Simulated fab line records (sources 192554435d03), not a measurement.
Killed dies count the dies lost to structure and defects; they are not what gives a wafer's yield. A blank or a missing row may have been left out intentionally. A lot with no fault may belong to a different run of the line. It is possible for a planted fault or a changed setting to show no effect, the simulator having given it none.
Chamber matching -- flow n5Finfet -- N5_BEOL_M5_DESCUM_16 on rieDiel-06 has 4 sister chambers
The step chemistry O2, time 7 s. 8 wafers are shown with their chamber, then 10 later ones without.

WAFERS PAIRED WITH THEIR CHAMBERS
wafer,chamber,drypumpMotorCurrentA (A),throttleValvePct (%)
L077.5,0,4.9,20.13
L078.6,3,6.3,20.19
L082.5,2,5.8,20.83
L085.2,2,5.7,20.85
L085.4,1,5.5,20.68
L085.5,1,5.5,20.66
L084.4,0,4.9,20.15
L084.5,3,6.3,20.24

WAFERS WITH NO CHAMBER GIVEN
wafer,drypumpMotorCurrentA (A),throttleValvePct (%)
L084.6,5.8,20.83
L089.1,5.5,20.67
L089.5,5.8,20.86
L089.6,5.5,20.70
L088.1,5.8,20.87
L088.3,5.5,20.69
L088.5,5.5,20.69
L094.1,5.8,20.88
L094.4,5.5,20.70
L094.5,4.9,19.84

THE CHAMBER EACH PASSED THROUGH
wafer,from the rows above,in truth
L084.6,2,2
L089.1,1,1
L089.5,2,2
L089.6,1,1
L088.1,2,2
L088.3,1,1
L088.5,1,1
L094.1,2,2
L094.4,1,1
L094.5,0,0
Placed correctly: 10 of 10. Number that these rows cannot place: 0. Number placed wrongly: 0.
How it was worked out, from the rows above alone: a wafer's distance from a chamber is the root of the sum, over the readings, of the square of ((its reading less the chamber's mean) divided by the reading's scatter). If the next closest chamber is less than 2 further off than the closest, the wafer can't be placed; otherwise it belongs to the closest. A chamber's mean is the mean of its shown wafers. How the scatter is found: for the shown wafers, subtract from each reading the mean of its chamber, square and add these, divide the total by (wafers less chambers), then take the root.
